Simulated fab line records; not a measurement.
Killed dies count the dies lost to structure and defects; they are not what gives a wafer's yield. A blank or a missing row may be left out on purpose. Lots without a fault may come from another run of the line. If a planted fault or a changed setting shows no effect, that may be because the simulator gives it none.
2 desks looking at one fault + flow n5_finfet + only its own numbers are on each desk; what lay behind them is given at the end

== THE METROLOGY DESK ==
What the gauges read, lot by lot, whatever tool the lot ran on: means of the sampled wafers that have a number. A lot is out of limits, marked OUT, if its mean lies more than 4 standard deviations from the usual mean; the brackets give that distance. Of its 10 readings 7 are shown: those that lie furthest out on some lot.
Columns: A = DIBL_N at N5_BEOL_M4_RC_MEAS_101, usual 35.7 mV/V; B = DIBL_P at N5_BEOL_M4_RC_MEAS_101, usual 35.7 mV/V; C = ION_N at N5_BEOL_M4_RC_MEAS_101, usual 675 uA/um; D = ION_P at N5_BEOL_M4_RC_MEAS_101, usual 462 uA/um; E = SS_N at N5_BEOL_M4_RC_MEAS_101, usual 71.3 mV/dec; F = SS_P at N5_BEOL_M4_RC_MEAS_101, usual 73.1 mV/dec; G = VT_P at N5_BEOL_M4_RC_MEAS_101, usual -251 mV
| lot  | first seen here | A    | B    | C   | D   | E    | F    | G    |
|------|-----------------|------|------|-----|-----|------|------|------|
| L936 | day 8 07:52     | 36.4 | 35.8 | 669 | 460 | 71.5 | 73.0 | -251 |
| L939 | day 9 03:11     | 35.4 | 33.9 | 675 | 466 | 71.4 | 73.6 | -251 |
| L941 | day 9 06:25     | 32.8 | 32.7 | 661 | 455 | 71.0 | 72.3 | -253 |
| L946 | day 10 16:27    | 36.3 | 37.0 | 681 | 462 | 71.4 | 73.7 | -254 |
| L948 | day 11 12:53    | 35.0 | 35.3 | 684 | 473 | 71.1 | 73.4 | -248 |
| L952 | day 12 13:44    | 36.9 | 36.5 | 680 | 470 | 72.2 | 73.2 | -248 |
| L955 | day 12 22:11    | 36.0 | 35.3 | 677 | 472 | 71.4 | 72.9 | -248 |
| L958 | day 13 23:32    | 36.2 | 38.0 | 670 | 459 | 70.9 | 72.9 | -253 |
| L959 | day 14 08:04    | 36.5 | 38.2 | 679 | 463 | 72.1 | 73.1 | -251 |
Finding of this desk: none of the 9 lots has anything out of limits.

== FOR THE TOOL OWNER'S DESK: rie_diel-05 ==
The tool's own readings at N5_BEOL_M3_ETCH_70 (etches SOC in N2/H2, target depth 80 nm, overetch 16 nm, time 120 s): means of the sampled wafers that have a number, for each lot that ran on this tool. A lot is out of limits, marked OUT, if its mean lies more than 4 standard deviations from the usual mean; the brackets give that distance.
Columns: A = drypump_motor_current_A at N5_BEOL_M3_ETCH_70, usual 5.6 A; B = oes_product_au at N5_BEOL_M3_ETCH_70, usual 0.64 a.u.; C = rf_vpp_V at N5_BEOL_M3_ETCH_70, usual 524.7 V; D = run_length_s at N5_BEOL_M3_ETCH_70, usual 143.3 s; E = showerhead_plenum_p_Torr at N5_BEOL_M3_ETCH_70, usual 2.58 Torr; F = throttle_valve_pct at N5_BEOL_M3_ETCH_70, usual 17.75 %
| lot  | first seen here | A   | B    | C     | D               | E    | F     |
|------|-----------------|-----|------|-------|-----------------|------|-------|
| L936 | day 7 04:16     | 6.0 | 0.57 | 526.0 | 143.3           | 2.61 | 17.97 |
| L939 | day 8 11:16     | 5.6 | 0.61 | 522.7 | 143.3           | 2.55 | 17.66 |
| L952 | day 11 18:20    | 5.5 | 0.77 | 523.5 | 126.4 (-50) OUT | 2.52 | 17.56 |
| L955 | day 12 03:47    | 5.9 | 0.64 | 524.8 | 126.8 (-49) OUT | 2.58 | 17.97 |
| L958 | day 12 20:51    | 5.8 | 0.65 | 525.0 | 131.9 (-33) OUT | 2.58 | 17.90 |
This desk finds L952, L955, L958 out of limits, L952 being first, at day 11 18:20 (run_length_s at N5_BEOL_M3_ETCH_70). Within limits: L936, L939.

== TAKEN TOGETHER ==
The tool owner's desk could have raised an alarm at day 11 18:20, on L952, L955, L958.
At the metrology desk, nothing out of limits was observed.
The metrology desk has L952, L955, L958 on record, within its limits.
N5_BEOL_M3_ETCH_70 was run on rie_diel-05 by each of the lots named.

== WHAT THE SIMULATOR HAD PUT IN ==
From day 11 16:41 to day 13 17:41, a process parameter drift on rie_diel-05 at N5_BEOL_M3_ETCH_70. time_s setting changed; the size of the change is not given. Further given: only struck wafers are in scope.
Struck lots among those shown: L952, L955, L958.
How many hours passed from the start of the fault until each desk's first out-of-limits reading: the tool owner's desk, 2.
